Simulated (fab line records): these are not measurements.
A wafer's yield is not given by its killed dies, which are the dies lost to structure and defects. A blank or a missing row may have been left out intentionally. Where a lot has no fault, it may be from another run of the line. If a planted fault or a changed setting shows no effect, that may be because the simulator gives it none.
A struck lot beside a sound one | flow nand harc | 18 steps out of a route of 1159
Sound: these wafers, L815.2, L815.3, L815.6. Wafers struck: L831.2, L831.5, L831.6. The cause comes at the end.
Per side, at each step with rows, come the tool, then ch with its chambers, and then its first start. Under that, the readings that differ: sound wafers | struck wafers | difference of the means | sigmas: that difference in standard deviations of wafers without a fault.
alike: same words and numbers on both sides, and readings whose means sit less than 2 such deviations apart. not compared: any withheld reading, any reading some wafer has no value for, any bound like >300 that may hide the same value, and any number with overlapping values for which the record gives no deviation.
The two part at a step that has a row with sigmas, a row that says differs or no value, or rows on one side only. Numbers that don't overlap but have no deviation are shown without sigmas and don't part them. A reading that every wafer of one side lacks parts them only if that side has two wafers or more.

NHARC_P_ZERO_WELL_CD_MEAS_24: target cd 720 nm.
  sound on cd sem-02 ch 0, day 1 14:29; struck on cd sem-03 ch 0, day 5 14:36
  alike: cd nm
then, 1 step without rows for these wafers: NHARC_P_ZERO_WELL_HARDBAKE_25 (time 80 s).
NHARC_P_ZERO_WELL_DESCUM_26: chemistry O2, time 3 s.
  sound on rie diel-05 ch 0,1,2, day 1 14:40; struck on rie diel-10 ch 0,1,3, day 5 14:47
  alike: drypump motor current A, oes product au, rf vpp V, showerhead plenum p Torr, throttle valve pct
  not compared: rf hours counter h
then, 9 steps without rows for these wafers: NHARC_P_ZERO_WELL_IMPLANT_27; NHARC_P_ZERO_WELL_IMPLANT_57; NHARC_P_ZERO_WELL_IMPLANT_58; NHARC_P_ZERO_WELL_STRIP_28 (strips in SPM, time 840 s); NHARC_P_ZERO_WELL_DEHYDRATE_29 (time 120 s); NHARC_P_ZERO_WELL_HMDS_30 (time 30 s); NHARC_P_ZERO_WELL_COAT_31; NHARC_P_ZERO_WELL_SOFTBAKE_32 (time 95 s); NHARC_P_ZERO_WELL_EBR_33.
NHARC_P_ZERO_WELL_EXPOSE_34: exposes mask P PWELL, target cd 720 nm.
  sound on krf scanner-01 ch 0, day 1 16:00; struck on krf scanner-03 ch 0, day 5 16:06
  reading | sound                         | struck                     | difference | sigmas
  mask    | P_PWELL#0 P_PWELL#0 P_PWELL#0 | P_HVPW#0 P_HVPW#0 P_HVPW#0 | differs    |
then, 2 steps without rows for these wafers: NHARC_P_ZERO_WELL_PEB_35 (peb time 85 s); NHARC_P_ZERO_WELL_DEVELOP_36 (time 70 s).
NHARC_P_ZERO_WELL_CD_MEAS_37: target cd 720 nm.
  sound on cd sem-01 ch 0, day 1 16:09; struck on cd sem-03 ch 0, day 5 16:15
  reading    | sound             | struck | difference                    | sigmas
  cd nm (nm) | 717.4 721.6 717.3 | - - -  | no value on the struck wafers |
then, 1 step without rows for these wafers: NHARC_P_ZERO_WELL_HARDBAKE_38 (time 80 s).
-- jump in the record: it breaks off in module P_ZERO_WELL and resumes in module END (first step shown: number 1159 of the route), and 17 days separate the struck wafers' starts before and after --
NHARC_END_SORT_01:
  the record has rows for the struck wafers here (prober-01 ch 0, day 23 04:05) and none for the sound ones

## WHERE THEY PART
At NHARC_P_ZERO_WELL_EXPOSE_34 first; at NHARC_END_SORT_01 last (within this record only).

WHY: what the simulator had put in
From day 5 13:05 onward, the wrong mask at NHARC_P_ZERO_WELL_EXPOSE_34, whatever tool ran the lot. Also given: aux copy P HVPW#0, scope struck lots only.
